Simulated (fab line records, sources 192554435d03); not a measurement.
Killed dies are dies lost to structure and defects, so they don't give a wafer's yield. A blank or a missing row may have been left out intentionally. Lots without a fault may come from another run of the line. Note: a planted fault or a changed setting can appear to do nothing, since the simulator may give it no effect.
Chamber matching    flow n5Finfet    3 sister chambers for N5_BEOL_M2_CVD_47 on cvdCo-01
The step deposits Co from CCTBA/H2, target thk 3 nm, time 223.8 s. 6 wafers are shown with their chamber, then 6 later ones without.

## EACH WAFER AND ITS CHAMBER
wafer   chamber  runLengthS (s)
L303.5  2        245.4
L316.4  0        246.6
L316.6  1        246.5
L319.1  2        246.0
L319.3  0        246.7
L319.4  1        247.1

## WAFERS WITHOUT THEIR CHAMBER
wafer   runLengthS (s)
L322.2  245.9
L322.5  246.6
L322.6  246.2
L323.2  245.4
L323.4  247.1
L323.5  246.4

## CHAMBER TAKEN BY EACH
wafer   from the rows above           in truth
L322.2  can't be placed: 2 or 0       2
L322.5  can't be placed: 0 or 1       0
L322.6  can't be placed: 0 or 2 or 1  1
L323.2  2                             2
L323.4  can't be placed: 1 or 0       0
L323.5  can't be placed: 0 or 1 or 2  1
Placed correctly: 1 of 6. Not placeable from these rows: 5 (in 5, the candidates include the true chamber). Placed wrongly: 0.
How it was worked out, from the rows above alone: a wafer's distance from a chamber is the root of the sum, over the readings, of the square of ((its reading less the chamber's mean) divided by the reading's scatter). The wafer belongs to the nearest chamber; if the next one is less than 2 further off, it can't be placed. The mean given for a chamber averages the wafers shown for that chamber. The scatter is the square root of a quotient: the sum, over the shown wafers, of each reading's squared deviation from its chamber's mean, divided by wafers minus chambers.
